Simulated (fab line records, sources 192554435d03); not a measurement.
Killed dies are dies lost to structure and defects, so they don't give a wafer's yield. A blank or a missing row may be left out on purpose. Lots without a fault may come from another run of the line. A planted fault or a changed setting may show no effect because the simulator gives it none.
fab line records | flow n5_finfet
record lots=7 wafers=21
route steps=1938 shown BEOL_M2@841 BEOL_M3@977 BEOL_M4@1037 BEOL_M5@1157 BEOL_M6@1198
start_h: hours from the record's first day to the start of the lot's first wafer shown | wait_h: hours since the lot's step before | " the same as in the row above | L1.1+2: a row that stands for several wafers | - no value, or no start given | * or withheld: withheld | < > ~ a bound
route shown NAME@n: a module of which the file shows steps, and the number in the route of the first | usual: mean/standard deviation of fault-free wafers | same: alike in all rows | chamber/n: place in a boat | sites: the reading at each site | _std_site: their standard deviation | _edge_site: outer sites' mean less inner sites' | radius_mm: how far each site lies from the wafer's centre | mask NAME#n: copy n | behind: the tool/chamber that last shaped the wafer | hold: why the lot was held/for how many hours/how that ended | device: the transistor (n, p or np) that didn't switch | end of line: the same wafers' tests at the end of the route | a step without rows: its recipe alone | killed: dies lost to structure and defects at the first sort, not the wafer's yield | map: a wafer's dies, x killed, . not, _ none there
set.NAME: the setting as run; set.NAME@STEP: as run at that earlier step | model.NAME: the simulator's own value behind a step, which no gauge read
lots whose settings were changed on purpose; a table a step, a row a wafer
## steps
# step N5_BEOL_M2_ILD_DEP_00
# recipe material=SiOC target_thk_a=790 temp_c=350 precursor=DEMS/O2 pressure_torr=5 rf_w=500 time_s=15.3
# columns lot.wafer tool chamber start_h wait_h set.time_s model.SiOC_of_BEOL_M2_ILD_DEP_00.thk_nm
L076.1 pecvd-03 1 141.70 0.0 16.77 86.8
L076.2 " 0 " " 15.3 79
L076.4 " 0 " " 16.77 87.4
L078.2 pecvd-02 1 148.96 0.0 15.3 78.4
L078.3 " 0 " " 15.3 79
L078.5 " 1 " " 15.3 78.8
L085.4 pecvd-01 2 198.64 0.1 15.3 80.4
L085.5 " 1 " " 15.3 79.6
L085.6 " 0 " " 14.42 74.4
L086.1 pecvd-03 2 201.11 0.0 15.3 79.6
L086.3 " 1 " " 15.3 80.4
L086.6 " 1 " " 15.3 81.4
L092.1 pecvd-03 2 241.01 0.0 15.3 77.4
L092.2 " 0 " " 15.3 77.8
L092.5 " 1 " " 15.3 78.8
L093.2 pecvd-03 0 245.57 0.0 17.19 88.4
L093.4 " 1 " " 17.19 89.8
L093.6 " 0 " " 15.3 79.4
L096.2 pecvd-02 0 257.08 0.0 15.3 79.6
L096.3 " 1 " " 13.8 72.6
L096.4 " 0 " " 13.8 73
# step N5_BEOL_M2_THK_MEAS_01
# recipe reads=SiOC_of_BEOL_M2_ILD_DEP_00
# usual M2_ILD_THK=79.1/0.99
# columns lot.wafer tool chamber start_h wait_h set.time_s@BEOL_M2_ILD_DEP_00 M2_ILD_THK[nm]
L076.1 film_metro-01 - 141.76 0.0 16.77 86.8
L076.2 " - " " 15.3 79.0
L076.4 " - " " 16.77 87.4
L078.2 film_metro-01 - 149.03 0.1 15.3 78.4
L078.3 " - " " 15.3 78.9
L078.5 " - " " 15.3 78.7
L085.4 film_metro-01 - 198.70 0.0 15.3 80.3
L085.5 " - " " 15.3 79.5
L085.6 " - " " 14.42 74.4
L086.1 film_metro-02 - 201.17 0.0 15.3 79.6
L086.3 " - " " 15.3 80.4
L086.6 " - " " 15.3 81.4
L092.1 film_metro-02 - 241.08 0.1 15.3 77.5
L092.2 " - " " 15.3 77.8
L092.5 " - " " 15.3 78.9
L093.2 film_metro-02 - 245.64 0.1 17.19 88.4
L093.4 " - " " 17.19 89.7
L093.6 " - " " 15.3 79.4
L096.2 film_metro-01 - 257.17 0.1 15.3 79.7
L096.3 " - " " 13.8 72.6
L096.4 " - " " 13.8 73.0
# step N5_BEOL_M2_COAT_73
# recipe resist=underlayer temp_c=205 time_s=60 spin_rpm=1500 resist_thk_nm=5
# columns lot.wafer tool chamber start_h wait_h set.spin_rpm
L076.1+4 litho_track-04 0 - - 1500
L076.2 " 0 " " 1384
L078.2+3+5 litho_track-05 0 - - 1500
L085.4+5+6 litho_track-05 0 - - 1500
L086.1+6 litho_track-03 0 - - 1440
L086.3 " 0 " " 1500
L092.1+2 litho_track-03 0 - - 1500
L092.5 " 0 " " 1404
L093.2+6 litho_track-03 0 - - 1500
L093.4 " 0 " " 1643
L096.2+3 litho_track-03 0 - - 1500
L096.4 " 0 " " 1339
# step N5_BEOL_M2_COAT_05
# recipe resist=CAR-EUV spin_rpm=1500 resist_thk_nm=30
# step N5_BEOL_M2_EBR_07
# recipe solvent=PGMEA ebr_width_mm=1.5
# step N5_BEOL_M2_DESCUM_16
# recipe chemistry=O2 time_s=7 source_power_w=50 bias_power_w=20 pressure_mtorr=20 rf_frequency_hz=2.712e+07 temp_c=40 resist=CAR-EUV o2_flow_sccm=225
# step N5_BEOL_M2_ETCH_74
# recipe chemistry=N2/H2 target=underlayer target_depth_a=65 mask_material=CAR-EUV time_s=5.2 ion_energy_ev=200 pressure_mtorr=30 source_w=840 bias_w=150 n2_flow_sccm=200 h2_flow_sccm=200 ends=cleared
# columns lot.wafer tool chamber start_h wait_h set.spin_rpm@BEOL_M2_COAT_73 model.etch.depth_nm
L076.1 rie_diel-05 2 142.91 0.0 1500 4.999
L076.2 " 3 " " 1384 5.199
L076.4 " 1 " " 1500 4.998
L078.2 rie_diel-06 3 151.78 0.0 1500 5.022
L078.3 " 2 " " 1500 5.008
L078.5 " 0 " " 1500 5.039
L085.4 rie_diel-05 1 200.95 0.0 1500 4.99
L085.5 " 2 " " 1500 4.998
L085.6 " 3 " " 1500 5
L086.1 rie_diel-02 0 202.32 0.0 1440 5.098
L086.3 " 2 " " 1500 4.984
L086.6 " 3 " " 1440 5.085
L092.1 rie_diel-05 0 242.31 0.0 1500 4.994
L092.2 " 3 " " 1500 5.01
L092.5 " 3 " " 1404 5.179
L093.2 rie_diel-05 0 247.12 0.0 1500 5.009
L093.4 " 3 " " 1643 4.783
L093.6 " 1 " " 1500 5.022
L096.2 rie_diel-02 0 259.76 0.0 1500 4.998
L096.3 " 1 " " 1500 4.999
L096.4 " 2 " " 1339 5.302
# step N5_BEOL_M2_ETCH_69
# recipe chemistry=CF4 target=SiARC target_depth_a=156 mask_material=CAR-EUV time_s=26 ion_energy_ev=80 pressure_mtorr=40 source_w=545 bias_w=36 Ar_flow_sccm=100 cf4_flow_sccm=100 ends=cleared
# usual rf_vpp_V=183.7/1
# columns lot.wafer tool chamber start_h wait_h set.bias_w rf_vpp_V
L076.1 rie_diel-06 3 144.08 0.0 31.78 171.4
L076.2 " 1 " " 36 182.1
L076.4 " 0 " " 36 183.7
L078.2 rie_diel-06 0 152.69 0.0 36 183.2
L078.3 " 2 " " 36 184.5
L078.5 " 2 " " 36 184.4
L085.4 rie_diel-06 1 202.00 0.0 33.1 175.4
L085.5 " 3 " " 36 185.1
L085.6 " 0 " " 33.1 172.3
L086.1 rie_diel-02 3 203.21 0.0 36 184.2
L086.3 " 2 " " 36 183.2
L086.6 " 2 " " 36 182.5
L092.1 rie_diel-05 2 243.43 0.0 33.47 175.5
L092.2 " 3 " " 36 182.8
L092.5 " 0 " " 36 182.8
L093.2 rie_diel-06 0 248.03 0.0 36 182.5
L093.4 " 1 " " 39.8 197.4
L093.6 " 1 " " 39.8 198.7
L096.2 rie_diel-02 0 260.65 0.0 31.1 167.9
L096.3 " 1 " " 36 184.2
L096.4 " 0 " " 31.1 168.1
# step N5_BEOL_M3_VIA_ETCH_34
# recipe chemistry=C4F6/O2 target_depth_a=694 mask_material=SOC pressure_mtorr=15 ion_energy_ev=250 taper_deg=4 time_s=65.9 source_w=350 bias_w=170 Ar_flow_sccm=300 C4F6_flow_sccm=10 O2_flow_sccm=10
# usual rf_vpp_V=672/14
# columns lot.wafer tool chamber start_h wait_h set.bias_w rf_vpp_V
L076.1 rie_diel-04 2 165.14 0.0 185.5 750
L076.2 " 1 " " 185.5 731
L076.4 " 0 " " 170 665
L078.2 rie_diel-03 1 168.32 0.0 170 679
L078.3 " 3 " " 170 685
L078.5 " 2 " " 170 681
L085.4 rie_diel-01 1 214.46 0.0 170 649
L085.5 " 2 " " 170 662
L085.6 " 1 " " 170 650
L086.1 rie_diel-01 3 218.27 0.0 170 673
L086.3 " 2 " " 170 662
L086.6 " 1 " " 170 647
L092.1 rie_diel-01 2 255.08 0.0 154.9 615
L092.2 " 0 " " 170 654
L092.5 " 2 " " 154.9 614
L093.2 rie_diel-01 0 261.07 0.0 170 654
L093.4 " 3 " " 170 673
L093.6 " 3 " " 152.6 618
L096.2 rie_diel-01 3 292.61 0.0 170 674
L096.3 " 1 " " 194.4 721
L096.4 " 0 " " 194.4 729
# step N5_BEOL_M4_DESCUM_16
# recipe chemistry=O2 time_s=7 source_power_w=50 bias_power_w=20 pressure_mtorr=20 rf_frequency_hz=2.712e+07 temp_c=40 resist=CAR-EUV o2_flow_sccm=225
# columns lot.wafer tool chamber start_h wait_h set.time_s model.CAR-EUV_of_BEOL_M4_COAT_05.thk_nm
L076.1 rie_diel-05 2 170.04 0.1 7 26.2
L076.2 " 3 " " 7 26.4
L076.4 " 0 " " 6.482 26.4
L078.2+5 rie_diel-05 3 175.94 0.6 7 26.2
L078.3 " 0 " " 7 26
L085.4 rie_diel-05 0 220.25 0.1 6.198 26.6
L085.5 " 0 " " 7 26
L085.6 " 3 " " 7 26.2
L086.1+3 rie_diel-02 0,3 223.60 0.0 8.553 25.2
L086.6 " 3 " " 7 26
L092.1 rie_diel-02 2 261.26 0.0 7 26
L092.2+5 " 1,0 " " 8.226 25.2
L093.2+6 rie_diel-06 2,0 269.94 0.5 7 26.2
L093.4 " 3 " " 7 26
L096.2+3+4 rie_diel-02 0,1,2 301.05 0.0 7 26
# step N5_BEOL_M4_ETCH_74
# recipe chemistry=N2/H2 target=underlayer target_depth_a=65 mask_material=CAR-EUV time_s=5.2 ion_energy_ev=200 pressure_mtorr=30 source_w=840 bias_w=150 n2_flow_sccm=200 h2_flow_sccm=200 ends=cleared
# columns lot.wafer tool chamber start_h wait_h set.time_s@BEOL_M4_DESCUM_16 model.CAR-EUV_of_BEOL_M4_COAT_05.thk_nm
L076.1 rie_diel-05 2 170.07 0.0 7 20.4
L076.2 " 3 " " 7 20.6
L076.4 " 0 " " 6.482 20.6
L078.2+5 rie_diel-05 3 175.97 0.0 7 20.4
L078.3 " 0 " " 7 20.2
L085.4 rie_diel-05 0 220.29 0.0 6.198 20.8
L085.5+6 " 0,3 " " 7 20.4
L086.1+3 rie_diel-02 0,3 223.64 0.0 8.553 19.6
L086.6 " 3 " " 7 20.2
L092.1 rie_diel-02 2 261.30 0.0 7 20.2
L092.2 " 1 " " 8.226 19.4
L092.5 " 0 " " 8.226 19.6
L093.2+4+6 rie_diel-06 2,3,0 269.98 0.0 7 20.4
L096.2+3+4 rie_diel-02 0,1,2 301.08 0.0 7 20.2
# step N5_BEOL_M5_VIA_ETCH_34
# recipe chemistry=C4F6/O2 target=SiCOH_lowk target_depth_a=883 mask_material=SOC taper_deg=4 time_s=39.2 ion_energy_ev=250 pressure_mtorr=30 source_w=345 bias_w=185 Ar_flow_sccm=300 C4F6_flow_sccm=10 O2_flow_sccm=10
# usual rf_vpp_V=672/15
# columns lot.wafer tool chamber start_h wait_h set.bias_w rf_vpp_V
L076.1 rie_diel-01 0 183.57 0.0 185 654
L076.2 " 2 " " 193.9 688
L076.4 " 1 " " 193.9 672
L078.2 rie_diel-01 3 197.11 0.0 185 675
L078.3 " 1 " " 185 649
L078.5 " 1 " " 185 647
L085.4 rie_diel-04 0 238.26 0.0 217.7 755
L085.5 " 1 " " 185 682
L085.6 " 2 " " 217.7 795
L086.1 rie_diel-03 0 240.74 0.0 185 671
L086.3 " 3 " " 174.8 658
L086.6 " 0 " " 185 672
L092.1 rie_diel-01 1 283.73 0.0 185 648
L092.2 " 2 " " 185 661
L092.5 " 0 " " 185 656
L093.2 rie_diel-04 3 286.12 0.0 151.8 580
L093.4 " 1 " " 185 683
L093.6 " 2 " " 185 699
L096.2 rie_diel-01 0 316.38 0.0 185 654
L096.3 " 1 " " 185 648
L096.4 " 3 " " 185 672
# step N5_BEOL_M6_HM_DEP_02
# recipe material=TiN target_thk_a=200 temp_c=25 chamber_pressure_pa=0.49996
# columns lot.wafer tool chamber start_h wait_h set.target_thk_a model.TiN_of_BEOL_M6_HM_DEP_02.thk_nm
L076.1+2+4 pvd_sputter-02 - 194.54 2.4 200 20
L078.2 pvd_sputter-03 - 205.62 0.4 200 20.2
L078.3+5 " - " " 200 19.6
L085.4 pvd_sputter-02 - 247.92 0.9 200 20
L085.5+6 " - " " 217.8 21.6
L086.1+3 pvd_sputter-01 - 249.26 0.5 179.4 18
L086.6 " - " " 179.4 18.4
L092.1 pvd_sputter-01 - 296.04 1.5 175.6 17.6
L092.2 " - " " 175.6 17
L092.5 " - " " 175.6 17.2
L093.2 pvd_sputter-01 - 296.90 0.2 178.5 18
L093.4 " - " " 178.5 18.2
L093.6 " - " " 200 20.6
L096.2 pvd_sputter-02 - 329.02 4.8 218.7 22
L096.3 " - " " 200 19.8
L096.4 " - " " 200 20
## key
split step=N5_BEOL_M2_ILD_DEP_00 setting=time_s stated=15.3 by=wafer
response step=N5_BEOL_M2_ILD_DEP_00 reading=model.SiOC_of_BEOL_M2_ILD_DEP_00.thk_nm change=+0.793 per=1% r=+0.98
response step=N5_BEOL_M2_THK_MEAS_01 reading=M2_ILD_THK change=+0.791 per=1% r=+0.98
split step=N5_BEOL_M2_COAT_73 setting=spin_rpm stated=1500 by=wafer
response step=N5_BEOL_M2_ETCH_74 reading=model.etch.depth_nm change=-0.0266 per=1% r=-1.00
split step=N5_BEOL_M2_ETCH_69 setting=bias_w stated=36 by=wafer
response step=N5_BEOL_M2_ETCH_69 reading=rf_vpp_V change=+1.21 per=1% r=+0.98
split step=N5_BEOL_M3_VIA_ETCH_34 setting=bias_w stated=170 by=wafer
response step=N5_BEOL_M3_VIA_ETCH_34 reading=rf_vpp_V change=+4.73 per=1% r=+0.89
split step=N5_BEOL_M4_DESCUM_16 setting=time_s stated=7 by=wafer
response step=N5_BEOL_M4_DESCUM_16 reading=model.CAR-EUV_of_BEOL_M4_COAT_05.thk_nm change=-0.0388 per=1% r=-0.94
response step=N5_BEOL_M4_ETCH_74 reading=model.CAR-EUV_of_BEOL_M4_COAT_05.thk_nm change=-0.0314 per=1% r=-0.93
split step=N5_BEOL_M5_VIA_ETCH_34 setting=bias_w stated=185 by=wafer
response step=N5_BEOL_M5_VIA_ETCH_34 reading=rf_vpp_V change=+5.6 per=1% r=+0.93
split step=N5_BEOL_M6_HM_DEP_02 setting=target_thk_a stated=200 by=wafer
response step=N5_BEOL_M6_HM_DEP_02 reading=model.TiN_of_BEOL_M6_HM_DEP_02.thk_nm change=+0.215 per=1% r=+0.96
